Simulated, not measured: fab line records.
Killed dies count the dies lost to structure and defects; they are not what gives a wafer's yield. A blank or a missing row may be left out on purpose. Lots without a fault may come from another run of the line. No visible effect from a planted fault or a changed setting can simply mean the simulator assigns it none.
Struck lot and sound lot, side by side | flow nand harc | 18 out of 1302 route steps
Sound: these wafers, L715.1, L715.5, L715.6. Struck: wafer L709.3; the same lot's L709.6 was not struck, so it is left out; see the end for the cause.
Each step with rows lists, per side, the tool, then ch with its chambers, then its first start. Under that, the readings that differ: sound wafers | struck wafers | difference of the means | sigmas: that difference in standard deviations of wafers without a fault.
alike: same words and numbers on both sides, and readings whose means sit less than 2 such deviations apart. not compared: any withheld reading, any reading some wafer has no value for, any bound like >300 that may hide the same value, and any number with overlapping values for which the record gives no deviation.
Wherever a step has rows on one side only, a row that says differs or no value, or a row with sigmas, the two part there. Non-overlapping numbers with no deviation appear without sigmas and do not part them. Lack of a reading on every wafer of one side parts them only where that side has two or more wafers.

NHARC_A_SGD_CUT_CD_MEAS_09: target cd 100 nm.
  sound on cd sem-02 ch 0, day 27 10:14; struck on cd sem-01 ch 0, day 24 05:32
  alike: cd nm
NHARC_A_SGD_CUT_OVL_MEAS_10:
  sound on overlay-01 at day 27 10:19; struck on overlay-01 at day 24 05:38
  alike: overlay x nm, overlay y nm
NHARC_A_SGD_CUT_INSPECT_11:
  sound on defect inspect-02 at day 27 10:22; struck on defect inspect-01 at day 24 05:40
  alike: raw defect count
NHARC_A_SGD_CUT_DESCUM_14: chemistry O2, time 3 s.
  sound on rie diel-03 ch 0,1,2, day 27 10:28; struck on rie diel-13 ch 1, day 24 05:43
  alike: drypump motor current A, oes product au, rf vpp V, showerhead plenum p Torr, throttle valve pct
  not compared: rf hours counter h
NHARC_A_SGD_CUT_ETCH_58: etches the open film in CF4, target depth 39 nm, time 65 s.
  sound on rie diel-03 ch 1,2,3, day 27 10:32; struck on rie diel-13 ch 3, day 24 05:50
  alike: drypump motor current A, oes product au, rf vpp V, showerhead plenum p Torr, throttle valve pct
  not compared: rf hours counter h
NHARC_A_SGD_CUT_ETCH_59: etches the open film in N2/H2, target depth 260 nm, time 406.25 s.
  sound: rie diel-03 ch 0,2,3; struck: rie diel-13 ch 1
  alike: drypump motor current A, oes product au, rf vpp V, showerhead plenum p Torr, throttle valve pct
  not compared: rf hours counter h
NHARC_A_SGD_CUT_ETCH_15: etches the open film in CH3F/O2, target depth 75 nm, time 64.3 s.
  sound: rie diel-03 ch 1,2; struck: rie diel-13 ch 1
  alike: drypump motor current A, oes product au, rf vpp V, showerhead plenum p Torr, throttle valve pct
  not compared: rf hours counter h
NHARC_A_SGD_CUT_ETCH_16: etches the open film in C4F8/O2/Ar, target depth 310.5 nm, time 155.2 s.
  sound: rie diel-03 ch 0,1,3; struck: rie diel-13 ch 2
  alike: oes product au, rf vpp V
  not compared: rf hours counter h
then, 4 steps without rows for these wafers: NHARC_A_SGD_CUT_STRIP_60 (strips in C4F8/O2/Ar); NHARC_A_SGD_CUT_STRIP_17 (strips in O2); NHARC_A_SGD_CUT_PRECLEAN_18 (cleans in SC1); NHARC_A_SGD_CUT_SRD_19.
NHARC_A_SGD_CUT_DEP_20: deposits SiO2, target thk 150 nm.
  sound on fcvd-01 ch 0,1, day 27 11:34; struck on fcvd-02 ch 0, day 24 06:53
then, 1 step without rows for these wafers: NHARC_A_SGD_CUT_ANNEAL_27 (time 1800 s).
NHARC_A_SGD_CUT_CMP_21: polishes, target thk 148.19 nm.
  sound on cmp-01 ch 0,3, day 27 18:52; struck on cmp-01 ch 0, day 24 11:38
  reading                | sound          | struck | difference | sigmas
  time to endpoint s (s) | 52.4 53.2 54.0 | 34.1   | -19.1      | -9
  alike: motor current A
NHARC_A_SGD_CUT_THK_MEAS_22: measures by ellipsometry.
  sound on film metro-01 at day 27 19:05; struck on film metro-01 at day 24 11:53
  reading     | sound             | struck | difference | sigmas
  thk nm (nm) | 149.1 150.6 147.5 | 102.9  | -46.2      | -36
then, 2 steps without rows for these wafers: NHARC_A_SGD_CUT_SRD_23; NHARC_END_SORT_01.

== WHERE THEY PART ==
At NHARC_A_SGD_CUT_CMP_21 first; at NHARC_A_SGD_CUT_THK_MEAS_22 last (within this record only).

WHY: what the simulator had put in
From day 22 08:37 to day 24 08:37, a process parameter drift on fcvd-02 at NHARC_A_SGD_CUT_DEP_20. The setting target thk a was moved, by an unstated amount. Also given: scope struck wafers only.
